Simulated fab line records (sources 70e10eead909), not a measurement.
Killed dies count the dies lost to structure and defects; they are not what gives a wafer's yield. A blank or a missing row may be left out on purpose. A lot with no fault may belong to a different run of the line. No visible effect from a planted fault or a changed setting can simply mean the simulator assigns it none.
Chamber matching / flow nand harc / ald hk-04 running NHARC_A_STAIRCASE_ALD_415: 4 sister chambers
The step deposits SiO2, target thk 30 nm, pulse time 6 s, ald cycles 300. 8 wafers are shown with their chamber, then 8 later ones without.

## WAFERS WITH THEIR CHAMBER
wafer=L077.2; chamber=0; heater power w (W)=472; precursor pulse height rel=1.010
wafer=L079.2; chamber=0; heater power w (W)=467; precursor pulse height rel=1.006
wafer=L079.4; chamber=3; heater power w (W)=454; precursor pulse height rel=0.971
wafer=L079.6; chamber=1; heater power w (W)=497; precursor pulse height rel=1.019
wafer=L090.1; chamber=2; heater power w (W)=441; precursor pulse height rel=1.002
wafer=L090.3; chamber=1; heater power w (W)=507; precursor pulse height rel=1.009
wafer=L090.4; chamber=3; heater power w (W)=465; precursor pulse height rel=0.990
wafer=L091.2; chamber=2; heater power w (W)=417; precursor pulse height rel=1.005

## WAFERS WITH NO CHAMBER GIVEN
wafer=L091.3; heater power w (W)=463; precursor pulse height rel=0.975
wafer=L091.6; heater power w (W)=467; precursor pulse height rel=1.004
wafer=L093.2; heater power w (W)=475; precursor pulse height rel=0.989
wafer=L093.3; heater power w (W)=503; precursor pulse height rel=1.000
wafer=L093.6; heater power w (W)=469; precursor pulse height rel=0.998
wafer=L094.1; heater power w (W)=495; precursor pulse height rel=0.955
wafer=L094.3; heater power w (W)=423; precursor pulse height rel=0.996
wafer=L094.4; heater power w (W)=452; precursor pulse height rel=1.003

## WHICH CHAMBER EACH WENT THROUGH
wafer=L091.3; from the rows above=3; in truth=3
wafer=L091.6; from the rows above=0; in truth=0
wafer=L093.2; from the rows above=can't be placed: 3 or 0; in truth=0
wafer=L093.3; from the rows above=can't be placed: 1 or 0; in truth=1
wafer=L093.6; from the rows above=can't be placed: 0 or 3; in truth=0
wafer=L094.1; from the rows above=3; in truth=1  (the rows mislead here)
wafer=L094.3; from the rows above=2; in truth=2
wafer=L094.4; from the rows above=can't be placed: 0 or 2 or 3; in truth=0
Correct placement for 3 of the 8. These rows do not allow placing 4 (true chamber among the candidates in 4). Placed wrongly: 1.
How it was worked out, from the rows above alone: a wafer's distance from a chamber is the root of the sum, over the readings, of the square of ((its reading less the chamber's mean) divided by the reading's scatter). If the next closest chamber is less than 2 further off than the closest, the wafer can't be placed; otherwise it belongs to the closest. The mean given for a chamber averages the wafers shown for that chamber. The scatter is the square root of a quotient: the sum, over the shown wafers, of each reading's squared deviation from its chamber's mean, divided by wafers minus chambers.
